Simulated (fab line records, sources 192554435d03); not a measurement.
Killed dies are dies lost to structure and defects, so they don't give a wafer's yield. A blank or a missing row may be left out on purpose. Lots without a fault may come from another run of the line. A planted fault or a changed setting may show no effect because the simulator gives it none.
Chamber matching | flow n5_finfet | N5_DUMMY_GATE_ALD_02 on ald_sin-01: 4 sister chambers
The step deposits SiO2, target thk 2 nm, pulse time 1 s. 4 wafers are shown with their chamber, then 9 later ones without.

WAFERS WITH THEIR CHAMBER
wafer  | chamber | heater_power_outer_w (W)
L092.3 | 1       | 240
L093.2 | 3       | 305
L093.4 | 0       | 244
L093.6 | 2       | 278

WAFERS WITHOUT THEIR CHAMBER
wafer  | heater_power_outer_w (W)
L094.1 | 243
L094.2 | 252
L094.6 | 302
L096.1 | 244
L096.2 | 249
L096.6 | 307
L097.1 | 312
L097.3 | 244
L097.5 | 268

WHICH CHAMBER EACH WENT THROUGH
wafer  | from the rows above     | in truth
L094.1 | can't be placed: 0 or 1 | 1
L094.2 | can't be placed: 0 or 1 | 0
L094.6 | 3                       | 3
L096.1 | can't be placed: 0 or 1 | 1
L096.2 | can't be placed: 0 or 1 | 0
L096.6 | 3                       | 3
L097.1 | 3                       | 3
L097.3 | can't be placed: 0 or 1 | 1
L097.5 | 2                       | 2
Placed correctly: 4 of 9. Can't be placed from these rows: 5 (the true chamber is among the candidates in 5). Placed wrongly: 0.
How it was worked out, from the rows above alone: a wafer's distance from a chamber is the root of the sum, over the readings, of the square of ((its reading less the chamber's mean) divided by the reading's scatter). The wafer belongs to the nearest chamber; if the next one is less than 2 further off, it can't be placed. A chamber's mean is the mean of its shown wafers. The scatter: with one shown wafer a chamber, the root of the mean of the squares of how far each hidden wafer lies from its nearest shown one.
